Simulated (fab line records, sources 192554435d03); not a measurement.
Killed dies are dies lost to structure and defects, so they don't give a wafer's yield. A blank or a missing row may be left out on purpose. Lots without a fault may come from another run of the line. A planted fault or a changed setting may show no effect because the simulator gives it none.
One fault seen from 2 desks | flow n5_finfet | each desk has only its own numbers; what lay behind them comes last

THE TOOL OWNER'S DESK: cvd_co-01
The tool's own readings at N5_BEOL_M10_CVD_75 (deposits Co from CCTBA/H2, target thk 2 nm, time 138.9 s): means of the sampled wafers that have a number, for each lot that ran on this tool. A lot is out of limits, marked OUT, if its mean lies more than 4 standard deviations from the usual mean; the brackets give that distance.
Columns: A = run_length_s at N5_BEOL_M10_CVD_75, usual 161.8 s
lot  | first seen here | A
L113 | day 11 04:54    | 161.7
L112 | day 11 05:07    | 161.8
L116 | day 12 06:08    | 161.6
L127 | day 16 01:53    | 130.0 (-56) OUT
L128 | day 16 09:17    | 146.4 (-27) OUT
This desk's finding: out of limits on L127, L128; first on L127, day 16 01:53 (run_length_s at N5_BEOL_M10_CVD_75). In limits: L113, L112, L116.

THE DEFECT DESK
What the inspections along the route counted, lot by lot: means of the sampled wafers that have a number. A lot is out of limits, marked OUT, if its mean lies more than 4 standard deviations from the usual mean; the brackets give that distance.
Columns: A = raw_defect_count at N5_BEOL_M10_INSPECT_30, usual 415
lot  | first seen here | A
L113 | day 11 02:46    | 386
L112 | day 11 02:58    | 333
L114 | day 11 08:08    | 448
L116 | day 12 04:14    | 341
L118 | day 13 05:37    | 467
L122 | day 15 08:41    | 364
L127 | day 15 23:16    | 318
L128 | day 16 07:10    | 492
L129 | day 16 13:43    | 398
L132 | day 16 17:34    | 449
L133 | day 17 04:03    | 433
This desk's finding: nothing out of limits on any of the 11 lots.

PUT TOGETHER
The tool owner's desk could have raised an alarm at day 16 01:53, on L127, L128.
The defect desk saw nothing out of limits.
The defect desk has L127, L128 on record, within its limits.
Of the lots named, all ran N5_BEOL_M10_CVD_75 on cvd_co-01.

WHAT THE SIMULATOR HAD PUT IN
Process parameter drift: cvd_co-01, from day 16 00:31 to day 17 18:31, at N5_BEOL_M10_CVD_75. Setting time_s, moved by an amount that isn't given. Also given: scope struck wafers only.
Lots struck among those shown: L127, L128.
Hours from the fault's start to each desk's first reading out of limits: the tool owner's desk, 1.
